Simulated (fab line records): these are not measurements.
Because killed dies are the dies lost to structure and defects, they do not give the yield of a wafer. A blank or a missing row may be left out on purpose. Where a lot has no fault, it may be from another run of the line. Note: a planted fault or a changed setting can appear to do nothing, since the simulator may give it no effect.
Struck lot and sound lot, side by side | flow nand harc | 14 out of 1302 route steps
Sound: these wafers, L203.3, L203.4, L203.5. Struck: wafer L211.5. (L211.1, L211.6 of the same lot were not struck and are left out.) The cause comes at the end.
For every step that has rows: the tool of each side, followed by ch and its chambers, followed by its first start. Under that, the readings that differ: sound wafers | struck wafers | difference of the means | sigmas: that difference in standard deviations of wafers without a fault.
alike: words and numbers the same on both sides, and readings whose means are apart by under 2 such deviations; not compared: readings that were withheld, readings missing a value for some wafer, numbers with overlapping values and no deviation given by the record, and bounds like >300 which may hide the same value.
Wherever a step has rows on one side only, a row that says differs or no value, or a row with sigmas, the two part there. Non-overlapping numbers with no deviation appear without sigmas and do not part them. Lack of a reading on every wafer of one side parts them only where that side has two or more wafers.

NHARC_P_M2_PRE_CLEAN_30: time 30 s.
  sound on pvd sputter-02; struck on pvd sputter-02
  alike: heater power w
then, 1 step without rows for these wafers: NHARC_P_M2_PVD_20 (deposits TaN, target thk 5 nm, time 8.06 s).
NHARC_P_M2_PVD_21: deposits Cu, target thk 30 nm, time 20.49 s.
  sound on pvd sputter-02; struck on pvd sputter-02
  alike: throttle valve pct
then, 1 step without rows for these wafers: NHARC_P_M2_ECD_22 (material Cu, target thk 400 nm).
NHARC_P_M2_ANNEAL_31: time 90 s.
  sound on rtp anneal-01 ch 0, day 8 18:10; struck on rtp anneal-02 ch 0, day 11 22:14
  alike: wafer_temp_C_max
then, 1 step without rows for these wafers: NHARC_P_M2_CMP_23 (polishes, t overpolish 20 s, target thk 144.3 nm).
NHARC_P_M2_THK_MEAS_24: measures by xrf.
  sound on film metro-02, day 8 18:43; struck on film metro-02, day 11 22:53
  alike: thk nm
then, 1 step without rows for these wafers: NHARC_P_M2_SRD_25.
NHARC_P_M2_INSPECT_27:
  sound on defect inspect-02, day 8 18:52; struck on defect inspect-02, day 11 23:03
  alike: raw defect count
then, 1 step without rows for these wafers: NHARC_P_M2_PRE_CLEAN_32 (time 12 s).
NHARC_P_M2_DEP_33: deposits SiCN, target thk 30 nm.
  sound on pecvd-04 ch 0,1, day 8 19:01; struck on pecvd-03 ch 2, day 11 23:17
  reading            | sound       | struck | difference | sigmas
  heater power w (W) | 677 684 555 | 520    | -119       | -2
  alike: rf fwd power W, showerhead vpp V
NHARC_P_BONDPAD_DEP_00: deposits SiCN, target thk 250 nm.
  sound on pecvd-01 ch 0,1, day 8 19:28; struck on pecvd-01 ch 2, day 11 23:37
  reading              | sound             | struck | difference | sigmas
  rf fwd power W (W)   | 450.0 449.5 448.9 | 269.5  | -180.0     | -99 or more
  showerhead vpp V (V) | 1377 1361 1532    | 1057   | -366       | -4
  alike: heater power w
NHARC_P_BONDPAD_CMP_32: polishes SiCN, target thk 200 nm.
  sound on cmp-01 ch 2,3, day 8 19:52; struck on cmp-04 ch 1, day 12 00:04
  alike: motor current A, retaining ring pressure frac, slurry filter dp kPa
then, 1 step without rows for these wafers: NHARC_END_SORT_01.

## WHERE THEY PART
First at NHARC_P_M2_DEP_33; last, within this record, at NHARC_P_BONDPAD_DEP_00. Later steps at which nothing parts them and some readings are alike: NHARC_P_BONDPAD_CMP_32.

WHY: the cause the simulator had injected
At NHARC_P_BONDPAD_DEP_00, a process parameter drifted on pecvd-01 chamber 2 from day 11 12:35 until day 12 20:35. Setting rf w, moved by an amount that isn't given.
